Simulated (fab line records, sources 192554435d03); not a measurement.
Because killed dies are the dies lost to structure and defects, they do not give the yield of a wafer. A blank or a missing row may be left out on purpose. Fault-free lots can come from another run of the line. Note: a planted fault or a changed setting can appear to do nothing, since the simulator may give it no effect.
Chamber matching ; flow n5 finfet ; 4 sister chambers for N5_HKMG_FIN_ETCH_35 on rie diel-05
The step etches SOC in N2/H2, target depth 215.8 nm, time 243.4 s. 14 wafers are shown with their chamber, then 6 later ones without.

## WAFERS PAIRED WITH THEIR CHAMBERS
wafer;chamber;throttle valve pct (%);showerhead plenum p Torr (Torr);oes product au (a.u.)
L521.1;0;18.16;2.37;0.78
L521.3;3;17.72;2.51;0.74
L521.6;2;17.84;2.42;0.70
L523.2;0;18.16;2.37;0.78
L523.3;1;18.33;2.43;0.70
L523.6;2;17.85;2.41;0.70
L527.2;3;17.73;2.51;0.74
L527.3;0;18.18;2.36;0.78
L527.4;1;18.35;2.42;0.68
L529.2;1;18.36;2.42;0.68
L529.3;0;18.18;2.36;0.77
L529.6;0;18.20;2.36;0.76
L532.2;0;18.19;2.36;0.76
L532.5;0;18.19;2.36;0.76

SIGNATURES (means of the wafers above)
reading;chamber 0;chamber 1;chamber 2;chamber 3;scatter within a chamber
throttle valve pct;18.1800;18.3467;17.8450;17.7250;0.014
showerhead plenum p Torr;2.3629;2.4233;2.4150;2.5100;0.00509
oes product au;0.7700;0.6867;0.7000;0.7400;0.00931
Rule: distance of a wafer from a chamber = root of the sum over the readings of ((wafer's reading minus chamber's mean) / reading's scatter) squared. The wafer belongs to the nearest chamber; if the next one is less than 2 further off, it can't be placed. The scatter: take each reading less its chamber's mean, square it, sum over the shown wafers, divide by the number of wafers less the number of chambers, and take the root.

## WAFERS WHOSE CHAMBER IS MISSING
wafer;throttle valve pct (%);showerhead plenum p Torr (Torr);oes product au (a.u.)
L532.6;17.77;2.50;0.73
L534.4;18.21;2.36;0.76
L534.6;17.90;2.41;0.68
L544.1;18.00;2.73;0.95
L544.4;17.82;2.49;0.71
L544.6;18.24;2.35;0.75

## THE CHAMBER EACH PASSED THROUGH
wafer;from the rows above;in truth
L532.6;3;3
L534.4;0;0
L534.6;2;2
L544.1;3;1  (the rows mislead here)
L544.4;3;3
L544.6;0;0
Correctly placed: 5 of 6. From these rows, 0 cannot be placed. 1 placed wrongly.
